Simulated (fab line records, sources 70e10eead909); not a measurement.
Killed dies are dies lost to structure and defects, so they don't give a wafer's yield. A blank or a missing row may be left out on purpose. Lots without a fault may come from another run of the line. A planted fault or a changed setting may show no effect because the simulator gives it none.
Problem report in the 8D (eight disciplines) form, filled by code | flow nand_harc | the parts of the form that need people (team, actions taken, sign-off) are left out

1. THE PROBLEM
thk_nm at NHARC_A_ONON_D2_THK_MEAS_27 reads a mean of 1644 nm on 5 wafers of 3 lots; wafers without a fault read 999 nm with a standard deviation of 8.9. That is +72 standard deviations from the usual mean.
The step: measures by ellipsometry.
First seen on wafer L161.5, day 19 13:06, on film_metro-02. The record holds 40 wafers of 14 lots with a number at this step. Rule for "out", or "out of limits": more than 4 standard deviations from the usual mean. The other wafers with a number count as sound.

2. WHAT IT IS AND WHAT IT IS NOT
question                    | is                                     | is not
which readings at this step | thk_nm                                 | -
which lots                  | L160, L161, L162                       | L144, L145, L146, L149, L150, L152, L153, L156, L164, L165, L167
which wafers of those lots  | L160.5, L161.5, L161.6, L162.5, L162.6 | L160.3, L161.1
read on which gauges        | film_metro-01, film_metro-02           | -
when                        | from day 19 13:06                      | up to then (25 sound wafers); but 10 sound wafers of L160, L164, L165, L167 came after

3. SUSPECTS, AND WHAT RULES EACH OUT
Counting: a tool at a process step up to the reading stays a suspect if it ran every lot that is out. Sound lots after the first of them don't rule it out here, since some wafers of a struck lot are sound.
- the gauge at NHARC_A_ONON_D2_THK_MEAS_27: ruled out. The wafers that are out were read on 2 gauges (film_metro-01, film_metro-02).
- pecvd_onon-04 at NHARC_A_ONON_D2_DEP_25 (target thk 1000 nm): kept. It ran every lot that is out, first L161 (day 19 12:35); its last sound lot up to then is L146 (day 13 16:23).
Left after counting: pecvd_onon-04 at NHARC_A_ONON_D2_DEP_25.

4. THE CAUSE (what the simulator had put in)
Process parameter drift: pecvd_onon-04, from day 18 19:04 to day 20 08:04, at NHARC_A_ONON_D2_DEP_25. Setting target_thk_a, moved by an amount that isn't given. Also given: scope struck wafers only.
Counting left only this tool.

5. THE CHAIN OF EFFECTS, in route order
Each row: a reading whose mean over the struck wafers that have a number lies more than 3 standard deviations from the usual. Only readings for which the record gives a usual standard deviation are gone through. hours: the time from each lot's start at the first step in this table that gives one to its start at this step, as a median over the lots. sigmas: the change in usual standard deviations.
hours | step                        | reading         | usual  | on struck wafers | change | sigmas
0     | NHARC_A_ONON_D2_THK_MEAS_27 | thk_nm          | 999 nm | 1644             | +645   | +72
283   | NHARC_END_SORT_01           | killed_at_array | 59     | 672              | +613   | +38
283   | NHARC_END_SORT_01           | killed_dies     | 64     | 677              | +613   | +38

6. WHAT WOULD HAVE CAUGHT IT SOONER
In this record the first reading out of limits at a measuring or inspecting step was taken at day 19 13:06, 18 hours after the fault began at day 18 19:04.
Of the lots that are out (3), L160, L162 began NHARC_A_ONON_D2_DEP_25 on pecvd_onon-04 after day 19 13:06. A hold on the tool at that time would have spared those 2.
